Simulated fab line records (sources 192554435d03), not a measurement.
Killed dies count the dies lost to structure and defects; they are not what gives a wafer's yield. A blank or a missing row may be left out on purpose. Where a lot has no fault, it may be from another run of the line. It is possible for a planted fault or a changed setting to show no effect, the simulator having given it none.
Which of the tools did it? ; flow n5-finfet ; 24 lots, 72 wafers sampled, at 6 steps of a route of 1938

WHAT THE GAUGES SHOWED, per wafer
N5_GATE_CUT_INSPECT_15: inspects for defects (brightfield).
lot;measured;on;raw-defect-count
L074;day 4 17:31;defect-inspect-01;162 132 152
L075;day 4 21:40;defect-inspect-02;93 81 76
L076;day 5 02:46;defect-inspect-02;68 144 116
L077;day 5 07:18;defect-inspect-01;156 184 107
L078;day 5 16:22;defect-inspect-01;145 96 108
L079;day 5 17:21;defect-inspect-01;93 172 200
L080;day 6 04:22;defect-inspect-01;119 158 63
L081;day 6 07:36;defect-inspect-02;105 84 94
L082;day 6 17:25;defect-inspect-01;73 98 100
L083;day 7 02:22;defect-inspect-01;127 167 144
L084;day 7 06:04;defect-inspect-02;163 187 202
L085;day 7 12:38;defect-inspect-01;150 106 135
L086;day 7 18:35;defect-inspect-01;113 98 95
L087;day 7 19:45;defect-inspect-01;272 280 105
L088;day 8 03:39;defect-inspect-01;82 80 86
L089;day 8 10:43;defect-inspect-02;159 170 193
L090;day 8 13:46;defect-inspect-02;83 108 70
L091;day 8 21:32;defect-inspect-01;232 162 172
L092;day 9 02:56;defect-inspect-01;94 75 100
L093;day 9 10:49;defect-inspect-01;154 189 130
L094;day 9 11:10;defect-inspect-02;148 181 169
L095;day 9 18:45;defect-inspect-02;165 158 146
L096;day 10 00:23;defect-inspect-01;75 96 135
L097;day 10 06:07;defect-inspect-01;404 236 255

N5_GATE_CUT_THK_MEAS_24.
lot;measured;on;GC_FILL_THK (nm)
L074;day 4 20:13;film-metro-01;220.1 220.4 221.0
L075;day 5 00:27;film-metro-02;217.2 218.5 222.8
L076;day 5 05:26;film-metro-01;219.5 218.8 220.4
L077;day 5 09:59;film-metro-01;221.1 222.9 222.0
L078;day 5 19:10;film-metro-01;214.3 218.3 218.1
L079;day 5 21:02;film-metro-02;219.4 218.4 221.3
L080;day 6 07:19;film-metro-01;217.4 222.3 218.2
L081;day 6 11:03;film-metro-01;219.2 219.2 219.2
L082;day 6 20:08;film-metro-02;217.9 218.9 220.5
L083;day 7 05:04;film-metro-02;219.7 220.7 222.7
L084;day 7 08:43;film-metro-02;216.9 222.0 222.3
L085;day 7 15:20;film-metro-01;220.1 222.4 221.9
L086;day 7 21:39;film-metro-01;215.1 217.0 219.0
L087;day 7 22:24;film-metro-01;217.6 217.3 222.2
L088;day 8 06:18;film-metro-01;217.8 217.3 220.0
L089;day 8 14:29;film-metro-01;218.7 217.0 215.7
L090;day 8 17:11;film-metro-01;220.1 218.7 220.0
L091;day 9 00:11;film-metro-02;217.8 219.7 221.0
L092;day 9 05:36;film-metro-01;218.8 217.7 222.2
L093;day 9 13:28;film-metro-02;219.5 220.1 222.1
L094;day 9 13:50;film-metro-02;217.2 214.6 216.8
L095;day 9 21:24;film-metro-02;217.8 217.8 218.6
L096;day 10 03:20;film-metro-01;217.8 217.3 218.4
L097;day 10 08:47;film-metro-01;217.1 219.1 221.7

WHAT TOOL EACH LOT RAN ON (gives the tool, then ch and the chambers of the sampled wafers, and finally the start)
lot;N5_HKMG_FIN_STRIP_89;N5_GATE_CUT_PECVD_57;N5_GATE_CUT_ETCH_19;N5_GATE_CUT_STRIP_21
L074;rie-diel-02 ch 0,1, day 4 10:40;pecvd-02 ch 0,1,2, day 4 16:42;rie-diel-03 ch 0,3, day 4 17:50;plasma-asher-02 ch 0,1, day 4 18:15
L075;rie-diel-02 ch 0,1,3, day 4 14:36;pecvd-01 ch 0,2, day 4 20:50;rie-diel-03 ch 0,1,2, day 4 22:02;plasma-asher-01 ch 0,1, day 4 22:26
L076;rie-diel-02 ch 0,1,2, day 4 19:37;pecvd-01 ch 0,1,2, day 5 01:49;rie-diel-05 ch 0,2,3, day 5 03:05;plasma-asher-01 ch 0,1, day 5 03:30
L077;rie-diel-02 ch 1,2, day 5 00:31;pecvd-03 ch 1,2, day 5 06:21;rie-diel-04 ch 1,3, day 5 07:37;plasma-asher-01 ch 0,1, day 5 08:01
L078;rie-diel-02 ch 0,1,2, day 5 09:05;pecvd-03 ch 0,2, day 5 15:31;rie-diel-03 ch 0,1,3, day 5 16:47;plasma-asher-01 ch 0,1, day 5 17:11
L079;rie-diel-01 ch 0,1, day 5 10:34;pecvd-03 ch 0,1,2, day 5 16:31;rie-diel-04 ch 0,2, day 5 17:40;plasma-asher-01 ch 1, day 5 18:04
L080;rie-diel-02 ch 0,1, day 5 21:28;pecvd-01 ch 0,1, day 6 03:24;rie-diel-05 ch 0,3, day 6 04:41;plasma-asher-02 ch 0,1, day 6 05:05
L081;rie-diel-02 ch 0,2, day 6 00:42;pecvd-01 ch 0,2, day 6 06:38;rie-diel-04 ch 0,2, day 6 08:05;plasma-asher-01 ch 0,1, day 6 08:29
L082;rie-diel-02 ch 0,2,3, day 6 10:23;pecvd-01 ch 0,1,2, day 6 16:28;rie-diel-03 ch 1,2,3, day 6 17:44;plasma-asher-02 ch 1, day 6 18:08
L083;rie-diel-06 ch 1,2,3, day 6 19:02;pecvd-01 ch 1,2, day 7 01:31;rie-diel-03 ch 1,3, day 7 02:41;plasma-asher-02 ch 0,1, day 7 03:05
L084;rie-diel-06 ch 1,2,3, day 6 23:22;pecvd-01 ch 0,1,2, day 7 05:14;rie-diel-05 ch 0,2,3, day 7 06:23;plasma-asher-02 ch 0,1, day 7 06:47
L085;rie-diel-06 ch 0,3, day 7 05:48;pecvd-03 ch 0,1,2, day 7 11:41;rie-diel-05 ch 0,3, day 7 12:58;plasma-asher-02 ch 0,1, day 7 13:23
L086;rie-diel-01 ch 1,2,3, day 7 11:47;pecvd-01 ch 1,2, day 7 17:45;rie-diel-03 ch 0,1,3, day 7 18:54;plasma-asher-02 ch 0,1, day 7 19:18
L087;rie-diel-01 ch 0,1,3, day 7 12:50;pecvd-02 ch 0,1, day 7 18:47;rie-diel-04 ch 1,2, day 7 20:04;plasma-asher-02 ch 0,1, day 7 20:29
L088;rie-diel-01 ch 0,1,3, day 7 20:14;pecvd-03 ch 0,1, day 8 02:41;rie-diel-03 ch 1,2, day 8 03:58;plasma-asher-01 ch 0,1, day 8 04:23
L089;rie-diel-01 ch 0,1,3, day 8 03:19;pecvd-01 ch 0,1,2, day 8 09:47;rie-diel-03 ch 0,1,2, day 8 11:23;plasma-asher-01 ch 0,1, day 8 11:46
L090;rie-diel-06 ch 0,1,2, day 8 07:00;pecvd-03 ch 0,1,2, day 8 12:56;rie-diel-05 ch 0,1, day 8 14:17;plasma-asher-02 ch 0,1, day 8 14:43
L091;rie-diel-06 ch 0,2, day 8 14:31;pecvd-03 ch 0,1,2, day 8 20:34;rie-diel-04 ch 0,1,2, day 8 21:51;plasma-asher-02 ch 1, day 8 22:15
L092;rie-diel-06 ch 0,2, day 8 19:18;pecvd-02 ch 0,1, day 9 01:59;rie-diel-05 ch 0,1,2, day 9 03:16;plasma-asher-01 ch 0,1, day 9 03:40
L093;rie-diel-02 ch 0,2, day 9 03:55;pecvd-03 ch 0,1, day 9 09:51;rie-diel-03 ch 1,2, day 9 11:08;plasma-asher-01 ch 0,1, day 9 11:31
L094;rie-diel-06 ch 0,2,3, day 9 04:29;pecvd-03 ch 0,1, day 9 10:20;rie-diel-03 ch 2,3, day 9 11:30;plasma-asher-02 ch 0,1, day 9 11:54
L095;rie-diel-06 ch 0,1, day 9 11:46;pecvd-01 ch 0,1, day 9 17:47;rie-diel-04 ch 0,1,2, day 9 19:04;plasma-asher-02 ch 0,1, day 9 19:28
L096;rie-diel-02 ch 0,3, day 9 17:37;pecvd-02 ch 1,2, day 9 23:26;rie-diel-05 ch 0,3, day 10 00:55;plasma-asher-02 ch 0,1, day 10 01:22
L097;rie-diel-01 ch 1,3, day 9 22:53;pecvd-01 ch 0,1, day 10 05:07;rie-diel-05 ch 0,2,3, day 10 06:26;plasma-asher-02 ch 0,1, day 10 06:50
- N5_HKMG_FIN_STRIP_89: strips SOC in N2/H2, time 20 s.
- N5_GATE_CUT_PECVD_57: deposits SiNx from SiH4/NH3/N2, target thk 21 nm.
- N5_GATE_CUT_ETCH_19: etches SiNx in CH3F/O2, target depth 53.7 nm, time 76.7 s.
- N5_GATE_CUT_STRIP_21: strips in N2/H2, time 30 s.

AS READ BY THE TOOLS THEMSELVES (means over the sampled wafers that have a number; for cases with no such wafer, the mark the record gives instead)
N5_HKMG_FIN_STRIP_89.
lot;tool;drypump-motor-current-A (A);oes-product-au (a.u.);rf-vpp-V (V);showerhead-plenum-p-Torr (Torr);throttle-valve-pct (%)
L074;rie-diel-02;5.7;0.95;55.0;3.45;18.52
L075;rie-diel-02;5.4;0.91;55.1;3.39;18.53
L076;rie-diel-02;5.7;0.90;54.7;3.48;18.61
L077;rie-diel-02;5.7;0.88;54.0;3.52;18.71
L078;rie-diel-02;5.8;0.89;53.8;3.48;18.63
L079;rie-diel-01;5.8;0.74;54.3;3.26;19.16
L080;rie-diel-02;5.8;0.90;54.4;3.44;18.55
L081;rie-diel-02;5.8;0.86;54.5;3.52;18.84
L082;rie-diel-02;5.5;0.86;54.5;3.42;18.76
L083;rie-diel-06;5.7;0.88;53.5;3.45;18.86
L084;rie-diel-06;5.7;0.87;54.5;3.45;18.85
L085;rie-diel-06;5.2;0.90;54.9;3.54;18.55
L086;rie-diel-01;5.8;0.76;54.9;3.30;18.95
L087;rie-diel-01;5.8;0.75;53.1;3.27;19.06
L088;rie-diel-01;5.7;0.76;54.8;3.27;19.07
L089;rie-diel-01;5.7;0.76;53.8;3.27;19.07
L090;rie-diel-06;5.8;0.87;54.0;3.46;18.94
L091;rie-diel-06;5.4;0.90;54.2;3.56;18.85
L092;rie-diel-06;5.4;0.90;54.4;3.56;18.85
L093;rie-diel-02;5.8;0.84;54.8;3.48;18.80
L094;rie-diel-06;5.3;0.87;54.5;3.55;18.71
L095;rie-diel-06;5.8;0.85;54.4;3.46;18.89
L096;rie-diel-02;5.5;0.83;54.7;3.37;18.72
L097;rie-diel-01;5.6;0.78;54.1;3.29;18.96

N5_GATE_CUT_PECVD_57.
lot;tool;heater-power-w (W);showerhead-plenum-p-Torr (Torr);showerhead-vpp-V (V);throttle-valve-pct (%)
L074;pecvd-02;849;5.10;1105;39.3
L075;pecvd-01;713;5.23;1098;42.0
L076;pecvd-01;695;5.21;1061;41.9
L077;pecvd-03;769;5.14;1071;37.9
L078;pecvd-03;834;5.11;1080;40.7
L079;pecvd-03;727;5.14;1071;40.3
L080;pecvd-01;719;5.26;1056;43.4
L081;pecvd-01;658;5.23;1089;42.5
L082;pecvd-01;716;5.22;1056;42.2
L083;pecvd-01;718;5.18;1071;41.0
L084;pecvd-01;695;5.22;1056;42.2
L085;pecvd-03;763;5.14;1083;40.2
L086;pecvd-01;662;5.17;1072;41.0
L087;pecvd-02;791;5.13;1090;39.8
L088;pecvd-03;584;5.17;1063;39.9
L089;pecvd-01;707;5.22;1069;42.3
L090;pecvd-03;686;5.14;1072;40.4
L091;pecvd-03;731;5.14;1067;40.1
L092;pecvd-02;858;5.13;1103;39.4
L093;pecvd-03;634;5.17;1059;39.8
L094;pecvd-03;607;5.14;1088;42.4
L095;pecvd-01;713;5.20;1018;42.2
L096;pecvd-02;866;5.07;1125;39.3
L097;pecvd-01;703;5.19;1012;42.3

N5_GATE_CUT_ETCH_19.
lot;tool;drypump-motor-current-A (A);etch-rf-on-time-s (s);oes-product-au (a.u.);rf-vpp-V (V);showerhead-plenum-p-Torr (Torr);throttle-valve-pct (%)
L074;rie-diel-03;5.5;77.9;0.60;291;1.98;16.60
L075;rie-diel-03;5.7;77.1;0.68;297;2.06;16.36
L076;rie-diel-05;5.4;76.4;0.66;294;2.02;15.99
L077;rie-diel-04;5.7;76.4;0.67;288;1.92;16.27
L078;rie-diel-03;5.3;76.7;0.66;294;2.02;16.54
L079;rie-diel-04;5.9;75.6;0.62;292;1.95;16.43
L080;rie-diel-05;5.2;76.5;0.66;291;1.99;16.00
L081;rie-diel-04;5.9;75.3;0.62;292;1.95;16.43
L082;rie-diel-03;5.6;76.8;0.67;297;2.05;16.45
L083;rie-diel-03;5.1;76.5;0.70;297;2.06;16.51
L084;rie-diel-05;5.4;77.3;0.64;294;2.02;16.01
L085;rie-diel-05;5.3;76.2;0.71;295;2.01;15.92
L086;rie-diel-03;5.3;76.7;0.64;294;2.02;16.55
L087;rie-diel-04;5.4;77.9;0.61;287;1.94;16.43
L088;rie-diel-03;5.5;76.8;0.71;300;2.10;16.37
L089;rie-diel-03;5.7;76.6;0.67;297;2.05;16.42
L090;rie-diel-05;5.7;78.6;0.64;295;1.94;16.18
L091;rie-diel-04;5.5;76.3;0.61;293;1.92;16.40
L092;rie-diel-05;5.6;78.3;0.63;296;1.99;16.12
L093;rie-diel-03;5.5;76.0;0.71;299;2.09;16.39
L094;rie-diel-03;6.2;77.0;0.70;296;2.04;16.26
L095;rie-diel-04;5.5;77.5;0.59;291;1.92;16.41
L096;rie-diel-05;5.3;75.5;0.79;294;2.01;15.79
L097;rie-diel-05;5.4;76.8;0.71;294;2.01;15.89

N5_GATE_CUT_STRIP_21.
lot;tool;drypump-motor-current-A (A);heater-power-w (W)
L074;plasma-asher-02;5.8;303
L075;plasma-asher-01;5.2;319
L076;plasma-asher-01;5.1;315
L077;plasma-asher-01;5.4;312
L078;plasma-asher-01;5.2;318
L079;plasma-asher-01;5.6;304
L080;plasma-asher-02;6.1;304
L081;plasma-asher-01;5.3;313
L082;plasma-asher-02;5.5;294
L083;plasma-asher-02;6.1;297
L084;plasma-asher-02;6.1;303
L085;plasma-asher-02;6.1;299
L086;plasma-asher-02;5.7;302
L087;plasma-asher-02;5.8;299
L088;plasma-asher-01;5.2;317
L089;plasma-asher-01;5.2;315
L090;plasma-asher-02;6.1;309
L091;plasma-asher-02;5.4;297
L092;plasma-asher-01;5.4;309
L093;plasma-asher-01;5.2;314
L094;plasma-asher-02;6.1;301
L095;plasma-asher-02;5.7;297
L096;plasma-asher-02;5.8;297
L097;plasma-asher-02;6.1;303

THE ANSWER, worked out from the rows above alone
Rule: the lots themselves supply what counts as usual. The widest of any qualifying gaps counts: lots, ordered by their means at a reading, are off when they make up no more than a third of the lots, leave a main group of 4 or more, and stand apart from it by 3 or more times the standard deviation of that group's means. The tables above print the reading to a certain number of digits; a main group whose means all agree to those digits is not used. Also off: a lot with no number at a reading for which 4 or more lots have one. Any other lot the step has rows for is counted as sound. The gauges are gone through in route order, then the tools' own readings, and for those a lot's mean is taken as printed above. The first step at which some lot is off is used, and at that step the reading that is off furthest; a lot without a number counts as furthest.
None of the lots is off at any reading shown; this tells nothing.

WHAT WAS PUT IN BY THE SIMULATOR
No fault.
